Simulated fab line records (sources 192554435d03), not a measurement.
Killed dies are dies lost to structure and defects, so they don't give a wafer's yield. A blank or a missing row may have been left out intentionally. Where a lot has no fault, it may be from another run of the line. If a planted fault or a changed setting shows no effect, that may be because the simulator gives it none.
Comparing a struck lot with a sound one | flow n5_finfet | 18 out of 1938 route steps
Sound: wafers L584.3, L584.5, L584.6. The struck wafers were L588.2, L588.3, L588.6. The cause comes at the end.
Order at every step that has rows: each side's tool, ch and its chambers, its first start. Under that, the readings that differ: sound wafers | struck wafers | difference of the means | sigmas: that difference in standard deviations of wafers without a fault.
alike: same words and numbers on both sides, and readings whose means sit less than 2 such deviations apart. not compared: any withheld reading, any reading some wafer has no value for, any bound like >300 that may hide the same value, and any number with overlapping values for which the record gives no deviation.
Wherever a step has rows on one side only, a row that says differs or no value, or a row with sigmas, the two part there. Numbers that don't overlap but have no deviation are shown without sigmas and don't part them. A reading missing from all wafers of one side parts the sides only when that side holds two or more wafers.

N5_BEOL_M8_ETCH_62: etches SOC in N2/H2, target depth 110 nm, overetch 22 nm, time 165 s.
  sound on rie_diel-03 ch 1,2, day 10 10:44; struck on rie_diel-05 ch 0,1,2, day 11 14:41
  reading               | sound             | struck            | difference | sigmas
  bias_w (W)            | 149.5 149.6 148.6 | 150.1 150.6 150.3 | +1.1       | +2
  oes_product_au (a.u.) | 0.81 0.80 0.72    | 0.60 0.59 0.59    | -0.18      | -2
  alike: drypump_motor_current_A, rf_fwd_power_W, rf_vpp_V, showerhead_plenum_p_Torr, throttle_valve_pct
  not compared: rf_hours_counter_h
then, 1 step without rows for these wafers: N5_BEOL_M8_STRIP_68 (strips in N2/H2).
N5_BEOL_M8_STRIP_67: strips in CF4.
  sound on rie_diel-03 ch 1,2, day 10 10:53; struck on rie_diel-05 ch 0,1,2, day 11 14:50
  reading                | sound             | struck            | difference | sigmas
  oes_product_au (a.u.)  | 0.94 0.94 0.85    | 0.71 0.69 0.70    | -0.21      | -2
  throttle_valve_pct (%) | 13.14 13.15 13.09 | 13.70 13.91 13.54 | +0.59      | +2
  alike: drypump_motor_current_A, rf_vpp_V, showerhead_plenum_p_Torr
  not compared: rf_hours_counter_h
N5_BEOL_M8_HM_OPEN_17: chemistry Cl2/BCl3, target TiN, target depth 20 nm, overetch 6 nm.
  sound on rie_metal-03 ch 0,1, day 10 10:57; struck on rie_metal-02 ch 0,1, day 11 14:53
  reading                     | sound          | struck         | difference | sigmas
  drypump_motor_current_A (A) | 5.69 5.69 5.89 | 5.52 4.93 4.95 | -0.62      | -2
  oes_product_au (a.u.)       | 0.60 0.60 0.67 | 0.79 0.81 0.82 | +0.18      | +2
  rf_fwd_power_W (W)          | 998 995 1000   | 986 989 991    | -9         | -3
  alike: bcl3_flow_sccm, bias_w, throttle_valve_pct
  not compared: rf_hours_counter_h
N5_BEOL_M8_STRIP_19: strips in O2.
  sound on rie_diel-03 ch 2,3, day 10 11:02; struck on rie_diel-01 ch 1,2, day 11 14:59
  alike: drypump_motor_current_A, oes_product_au, rf_vpp_V, showerhead_plenum_p_Torr, throttle_valve_pct
  not compared: rf_hours_counter_h
N5_BEOL_M8_CD_MEAS_18: pitch 80 nm, target cd 40 nm.
  struck on cd_sem-02, day 11 15:04; sound on cd_sem-01, day 10 11:06
  alike: cd_nm
then, 6 steps without rows for these wafers: N5_BEOL_M8_COAT_63 (time 60 s, resist thk 60 nm); N5_BEOL_M8_COAT_64 (time 60 s, resist thk 12 nm); N5_BEOL_M8_COAT_71 (time 60 s, resist thk 5 nm); N5_BEOL_M8_COAT_22 (resist thk 30 nm); N5_BEOL_M8_EBR_24; N5_BEOL_M8_SOFTBAKE_23 (time 60 s).
N5_BEOL_M8_EXPOSE_25: exposes mask V7, target cd 40 nm.
  sound on euv_scanner-01 ch 0, day 10 11:55; struck on euv_scanner-01 ch 0, day 11 18:44
  reading                         | sound          | struck      | difference | sigmas
  model.BEOL_M8.overlay_x_nm (nm) | -0.2 -0.2 -0.2 | 4.6 4.6 4.6 | +4.8       |
  alike: mask, reticle_temp_C, stage_msd_nm
then, 2 steps without rows for these wafers: N5_BEOL_M8_PEB_26 (peb time 60 s); N5_BEOL_M8_DEVELOP_27 (develop time 30 s).
N5_BEOL_M8_CD_MEAS_28: the cd target is 40 nm.
  sound on cd_sem-02 ch 0, day 10 12:02; struck on cd_sem-02 ch 0, day 11 18:52
  alike: cd_nm
N5_BEOL_M8_OVL_MEAS_29:
  sound on overlay-02 ch 0, day 10 12:05; struck on overlay-01 ch 0, day 11 18:53
  reading     | sound          | struck      | difference | sigmas
  V7_OVL (nm) | -1.6 -1.2 -0.8 | 3.2 3.5 3.7 | +4.7       | +7
N5_BEOL_M8_INSPECT_30: inspects for defects (brightfield).
  struck on defect_inspect-01, day 11 18:57; sound on defect_inspect-01, day 10 12:08
  alike: raw_defect_count

## WHERE THEY PART
First at N5_BEOL_M8_ETCH_62; last, within this record, at N5_BEOL_M8_OVL_MEAS_29. Later steps at which nothing parts them and some readings are alike: N5_BEOL_M8_INSPECT_30.

WHY: what had been put in by the simulator
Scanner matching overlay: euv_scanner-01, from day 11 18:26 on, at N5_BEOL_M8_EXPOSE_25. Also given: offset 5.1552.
